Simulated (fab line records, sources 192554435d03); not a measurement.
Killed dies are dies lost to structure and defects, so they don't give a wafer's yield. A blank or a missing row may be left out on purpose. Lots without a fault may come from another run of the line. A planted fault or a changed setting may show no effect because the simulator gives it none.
Chamber matching | flow n5_finfet | N5_BEOL_M0_SAQP_STRIP_86 on rie_diel-05: 4 sister chambers
The step strips in N2/H2. 30 wafers are shown with their chamber, then 12 later ones without.

WAFERS WITH THEIR CHAMBER
wafer  | chamber | throttle_valve_pct (%) | showerhead_plenum_p_Torr (Torr) | drypump_motor_current_A (A)
L076.1 | 1       | 18.6                   | 3.37                            | 5.3
L076.3 | 2       | 19.9                   | 3.25                            | 5.2
L076.4 | 0       | 19.4                   | 3.32                            | 5.9
L077.2 | 2       | 19.9                   | 3.25                            | 5.2
L077.5 | 1       | 18.7                   | 3.37                            | 5.4
L077.6 | 0       | 19.4                   | 3.32                            | 6.0
L078.2 | 3       | 19.5                   | 3.45                            | 5.7
L078.3 | 2       | 19.9                   | 3.25                            | 5.2
L078.6 | 1       | 18.6                   | 3.36                            | 5.3
L079.1 | 1       | 18.7                   | 3.36                            | 5.3
L079.5 | 0       | 19.4                   | 3.32                            | 5.9
L079.6 | 2       | 19.9                   | 3.25                            | 5.2
L081.4 | 1       | 18.7                   | 3.36                            | 5.3
L081.5 | 2       | 19.9                   | 3.24                            | 5.2
L081.6 | 3       | 19.4                   | 3.45                            | 5.7
L082.2 | 1       | 18.7                   | 3.36                            | 5.3
L082.3 | 2       | 19.9                   | 3.24                            | 5.2
L082.6 | 0       | 19.4                   | 3.31                            | 5.9
L083.1 | 3       | 19.5                   | 3.45                            | 5.7
L083.4 | 1       | 18.7                   | 3.36                            | 5.4
L083.5 | 1       | 18.7                   | 3.36                            | 5.4
L085.4 | 3       | 19.5                   | 3.45                            | 5.7
L085.5 | 2       | 19.9                   | 3.24                            | 5.2
L085.6 | 3       | 19.5                   | 3.45                            | 5.7
L087.2 | 3       | 19.5                   | 3.44                            | 5.7
L087.4 | 1       | 18.7                   | 3.36                            | 5.3
L087.6 | 2       | 19.9                   | 3.24                            | 5.2
L088.3 | 1       | 18.7                   | 3.35                            | 5.4
L088.5 | 1       | 18.7                   | 3.35                            | 5.4
L088.6 | 3       | 19.5                   | 3.44                            | 5.7

SIGNATURES (means of the wafers above)
reading                  | chamber 0 | chamber 1 | chamber 2 | chamber 3 | scatter within a chamber
throttle_valve_pct       | 19.400    | 18.682    | 19.900    | 19.486    | 0.031
showerhead_plenum_p_Torr | 3.3175    | 3.3600    | 3.2450    | 3.4471    | 0.00561
drypump_motor_current_A  | 5.925     | 5.345     | 5.200     | 5.700     | 0.0366
Rule: a wafer's distance from a chamber is the root of the sum, over the readings, of the square of ((its reading less the chamber's mean) divided by the reading's scatter). The wafer belongs to the nearest chamber; if the next one is less than 2 further off, it can't be placed. The scatter: the root of (the sum of the squares of (reading less its chamber's mean) over the shown wafers, divided by (wafers less chambers)).

WAFERS WITHOUT THEIR CHAMBER
wafer  | throttle_valve_pct (%) | showerhead_plenum_p_Torr (Torr) | drypump_motor_current_A (A)
L089.2 | 19.9                   | 3.24                            | 5.2
L089.3 | 19.5                   | 3.44                            | 5.7
L089.5 | 18.7                   | 3.35                            | 5.3
L090.1 | 19.0                   | 3.31                            | 5.9
L090.4 | 19.9                   | 3.24                            | 5.2
L090.6 | 18.7                   | 3.35                            | 5.3
L092.3 | 19.9                   | 3.23                            | 5.2
L092.5 | 18.7                   | 3.35                            | 5.4
L092.6 | 19.9                   | 3.23                            | 5.2
L094.2 | 19.1                   | 3.44                            | 5.7
L094.3 | 19.9                   | 3.23                            | 5.2
L094.6 | 18.7                   | 3.35                            | 5.4

WHICH CHAMBER EACH WENT THROUGH
wafer  | from the rows above | in truth
L089.2 | 2                   | 2
L089.3 | 3                   | 3
L089.5 | 1                   | 1
L090.1 | 0                   | 0
L090.4 | 2                   | 2
L090.6 | 1                   | 1
L092.3 | 2                   | 2
L092.5 | 1                   | 1
L092.6 | 2                   | 2
L094.2 | 3                   | 3
L094.3 | 2                   | 2
L094.6 | 1                   | 1
Placed correctly: 12 of 12. Can't be placed from these rows: 0. Placed wrongly: 0.
